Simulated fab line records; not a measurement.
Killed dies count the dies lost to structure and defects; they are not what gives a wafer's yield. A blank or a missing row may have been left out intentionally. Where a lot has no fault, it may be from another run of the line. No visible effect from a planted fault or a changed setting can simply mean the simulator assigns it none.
What tool caused it? + flow nandHarc + 7 lots with 21 wafers sampled at 3 steps, on a route of 1302 steps

== WHAT THE GAUGES SHOWED, per wafer ==
NHARC_A_ONON_D1_THK_MEAS_30: measures by ellipsometry.
| lot  | measured     | on           | thkNm (nm)     |
|------|--------------|--------------|----------------|
| L820 | day 10 18:19 | filmMetro-01 | 998 997 998    |
| L823 | day 11 22:06 | filmMetro-01 | 1008 1007 1008 |
| L825 | day 12 20:17 | filmMetro-02 | 991 992 993    |
| L831 | day 15 02:56 | filmMetro-02 | 1006 1006 1006 |
| L834 | day 16 07:48 | filmMetro-01 | 1066 1066 1067 |
| L835 | day 17 01:29 | filmMetro-01 | 993 993 995    |
| L838 | day 18 04:40 | filmMetro-01 | 991 991 992    |

== WHICH TOOL RAN EACH LOT (tool, then ch and the chambers of the sampled wafers, then the start) ==
| lot  | NHARC_P_BONDPAD_ETCH_24                      | NHARC_A_ONON_D1_DEP_28          |
|------|----------------------------------------------|---------------------------------|
| L820 | rieDiel-05 ch 2,3, day 8 23:44               | pecvdOnon-04 ch 0, day 10 17:52 |
| L823 | rieDiel-05 ch 0,3, day 11 21:39 or earlier   | pecvdOnon-03 ch 0, day 11 21:39 |
| L825 | rieDiel-12 ch 0,2,3, day 12 19:56 or earlier | pecvdOnon-03 ch 0, day 12 19:56 |
| L831 | rieDiel-12 ch 2,3, day 15 02:26 or earlier   | pecvdOnon-03 ch 0, day 15 02:26 |
| L834 | rieDiel-05 ch 1,2,3, day 16 07:21 or earlier | pecvdOnon-03 ch 0, day 16 07:21 |
| L835 | rieDiel-12 ch 0,1,2, day 17 00:58 or earlier | pecvdOnon-02 ch 0, day 17 00:58 |
| L838 | rieDiel-05 ch 0,3, day 18 04:13 or earlier   | pecvdOnon-02 ch 0, day 18 04:13 |
- NHARC_P_BONDPAD_ETCH_24: etches the open film in CF4/N2, target depth 30 nm, time 72.99 s.
- NHARC_A_ONON_D1_DEP_28: target thk 1000 nm.

== THE ANSWER, worked out from the rows above alone ==
Rule: usual is defined by the lots themselves. Put in order of their means at a reading, lots are off if they are a third of the lots or fewer, leave a main group of 4 or more, and stand apart from it by a gap of 3 or more times the standard deviation of the main group's means; of several such gaps the widest counts. Not used: any main group whose means are identical at the precision the tables above print for the reading. Also off: a lot with no number at a reading for which 4 or more lots have one. All remaining lots with rows at the step are treated as sound.
Off at NHARC_A_ONON_D1_THK_MEAS_30 (thkNm): L834. The main group: mean 998 nm, standard deviation 6.5.
A tool fits if, at a process step before that reading, it ran every lot that is off, and no sound lot after the first of them. Gauges at NHARC_A_ONON_D1_THK_MEAS_30: tried the same way as those tools. With no start given for some of its lots, NHARC_P_BONDPAD_ETCH_24 uses the hours and lot order of NHARC_A_ONON_D1_DEP_28. One fits: pecvdOnon-03 at NHARC_A_ONON_D1_DEP_28. Its last sound lot is L831 (day 15 02:26), its first lot that is off L834 (day 16 07:21): a fault that began between those two fits.

== WHAT THE SIMULATOR HAD INSERTED ==
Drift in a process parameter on pecvdOnon-03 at NHARC_A_ONON_D1_DEP_28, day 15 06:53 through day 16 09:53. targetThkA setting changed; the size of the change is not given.
Shown lots that were struck: L834. The rule above reached the same finding.
